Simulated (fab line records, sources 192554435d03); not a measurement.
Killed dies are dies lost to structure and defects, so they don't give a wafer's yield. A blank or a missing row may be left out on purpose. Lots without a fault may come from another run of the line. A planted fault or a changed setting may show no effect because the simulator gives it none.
One fault seen from 3 desks | flow n5_finfet | each desk has only its own numbers; what lay behind them comes last

THE DEFECT DESK
What the inspections along the route counted, lot by lot: means of the sampled wafers that have a number. A lot is out of limits, marked OUT, if its mean lies more than 4 standard deviations from the usual mean; the brackets give that distance.
Columns: A = raw_defect_count at N5_BEOL_M0_SAQP_INSPECT_16, usual 480
lot  | first seen here | A
L107 | day 7 08:43     | 335
L108 | day 7 18:58     | 504
L119 | day 10 08:41    | 816
L122 | day 11 05:51    | 523
L123 | day 11 09:08    | 486
This desk's finding: nothing out of limits on any of the 5 lots.

THE TOOL OWNER'S DESK: rie_diel-05
The tool's own readings at N5_BEOL_M0_SAQP_ETCH_84 (etches SOC in N2/H2, target depth 100 nm, overetch 20 nm, time 150 s): means of the sampled wafers that have a number, for each lot that ran on this tool. A lot is out of limits, marked OUT, if its mean lies more than 4 standard deviations from the usual mean; the brackets give that distance.
Columns: A = drypump_motor_current_A at N5_BEOL_M0_SAQP_ETCH_84, usual 5.8 A; B = oes_product_au at N5_BEOL_M0_SAQP_ETCH_84, usual 0.70 a.u.; C = rf_vpp_V at N5_BEOL_M0_SAQP_ETCH_84, usual 523.8 V; D = run_length_s at N5_BEOL_M0_SAQP_ETCH_84, usual 173.4 s; E = showerhead_plenum_p_Torr at N5_BEOL_M0_SAQP_ETCH_84, usual 2.54 Torr; F = throttle_valve_pct at N5_BEOL_M0_SAQP_ETCH_84, usual 17.97 %
lot  | first seen here | A   | B    | C     | D               | E    | F
L108 | day 7 19:05     | 5.8 | 0.65 | 524.5 | 173.5           | 2.60 | 18.15
L119 | day 10 08:48    | 5.5 | 0.64 | 524.6 | 168.8 (-12) OUT | 2.59 | 17.94
This desk's finding: out of limits on L119; first on L119, day 10 08:48 (run_length_s at N5_BEOL_M0_SAQP_ETCH_84). In limits: L108.

THE METROLOGY DESK
What the gauges read, lot by lot, whatever tool the lot ran on: means of the sampled wafers that have a number. A lot is out of limits, marked OUT, if its mean lies more than 4 standard deviations from the usual mean; the brackets give that distance. Of its 12 readings 7 are shown: those that lie furthest out on some lot.
Columns: A = M0_CORE_OVL at N5_BEOL_M0_SAQP_OVL_MEAS_15, usual 0.3 nm; B = DIBL_N at N5_BEOL_M4_RC_MEAS_101, usual 35.8 mV/V; C = IOFF_P at N5_BEOL_M4_RC_MEAS_101, usual 0.194 nA/um; D = SS_N at N5_BEOL_M4_RC_MEAS_101, usual 71.4 mV/dec; E = SS_P at N5_BEOL_M4_RC_MEAS_101, usual 73.1 mV/dec; F = VT_N at N5_BEOL_M4_RC_MEAS_101, usual 251 mV; G = VT_P at N5_BEOL_M4_RC_MEAS_101, usual -252 mV
lot  | first seen here | A    | B    | C     | D    | E    | F   | G
L107 | day 7 08:40     | -0.7 | 33.5 | 0.198 | 70.8 | 72.3 | 250 | -250
L108 | day 7 18:55     | 1.8  | 34.6 | 0.190 | 70.9 | 73.4 | 255 | -249
L119 | day 10 08:38    | -0.3 | 36.7 | 0.224 | 72.3 | 73.2 | 250 | -247
L122 | day 11 05:48    | 0.5  | 37.8 | 0.235 | 71.6 | 73.8 | 249 | -249
L123 | day 11 09:05    | 0.6  | 36.7 | 0.190 | 71.6 | 73.8 | 247 | -254
This desk's finding: nothing out of limits on any of the 5 lots.

PUT TOGETHER
The tool owner's desk could have raised an alarm at day 10 08:48, on L119.
The defect desk saw nothing out of limits.
The metrology desk saw nothing out of limits.
The defect desk has L119 on record, within its limits.
The metrology desk has L119 on record, within its limits.
Of the lots named, all ran N5_BEOL_M0_SAQP_ETCH_84 on rie_diel-05.

WHAT THE SIMULATOR HAD PUT IN
Process parameter drift: rie_diel-05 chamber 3, from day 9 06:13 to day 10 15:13, at N5_BEOL_M0_SAQP_ETCH_84. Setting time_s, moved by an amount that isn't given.
Lots struck among those shown: L119.
Hours from the fault's start to each desk's first reading out of limits: the tool owner's desk, 27.
